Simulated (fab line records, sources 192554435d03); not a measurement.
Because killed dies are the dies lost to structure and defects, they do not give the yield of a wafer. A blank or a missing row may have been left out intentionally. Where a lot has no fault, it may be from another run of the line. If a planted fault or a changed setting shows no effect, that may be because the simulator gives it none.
Chamber matching -- flow n5_finfet -- N5_BEOL_M0_STRIP_104 on rie_diel-01 has 4 sister chambers
The step strips in N2/H2. 16 wafers are shown with their chamber, then 8 later ones without.

WAFERS, EACH WITH ITS CHAMBER
wafer,chamber,showerhead_plenum_p_Torr (Torr),throttle_valve_pct (%),drypump_motor_current_A (A)
L616.1,0,2.71,23.4,5.8
L616.2,2,2.63,24.4,5.7
L616.4,1,2.65,23.8,5.5
L617.1,1,2.65,23.8,5.5
L617.4,0,2.71,23.4,5.7
L617.6,0,2.71,23.4,5.7
L622.1,1,2.65,23.8,5.5
L622.3,3,2.49,23.5,5.5
L622.5,2,2.62,24.4,5.7
L627.1,2,2.62,24.4,5.7
L627.4,2,2.62,24.4,5.7
L627.6,3,2.48,23.6,5.5
L628.1,2,2.62,24.4,5.7
L628.5,2,2.62,24.4,5.7
L628.6,3,2.48,23.6,5.5
L629.1,2,2.62,24.4,5.7

SIGNATURES, as means of the wafers listed above
reading,chamber 0,chamber 1,chamber 2,chamber 3,scatter within a chamber
showerhead_plenum_p_Torr,2.7100,2.6500,2.6214,2.4833,0.00356
throttle_valve_pct,23.400,23.800,24.400,23.567,0.0236
drypump_motor_current_A,5.733,5.500,5.700,5.500,0.0236
Rule: a wafer lies at a distance from a chamber equal to the root of the sum of squares, over the readings, of (its reading less the chamber's mean, divided by the reading's scatter). The wafer belongs to the nearest chamber; if the next one is less than 2 further off, it can't be placed. The scatter: the root of (the sum of the squares of (reading less its chamber's mean) over the shown wafers, divided by (wafers less chambers)).

WAFERS WHOSE CHAMBER IS MISSING
wafer,showerhead_plenum_p_Torr (Torr),throttle_valve_pct (%),drypump_motor_current_A (A)
L629.2,2.64,23.8,5.5
L629.4,2.70,23.4,5.7
L633.1,2.69,23.5,5.7
L633.3,2.47,23.6,5.6
L633.6,2.69,23.5,5.8
L634.1,2.47,23.6,5.5
L634.3,2.61,23.9,5.7
L634.4,2.69,23.4,5.8

THE CHAMBER EACH PASSED THROUGH
wafer,from the rows above,in truth
L629.2,1,1
L629.4,0,0
L633.1,0,0
L633.3,3,3
L633.6,0,0
L634.1,3,3
L634.3,1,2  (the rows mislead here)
L634.4,0,0
Correctly placed: 7 of 8. Number that these rows cannot place: 0. 1 placed wrongly.
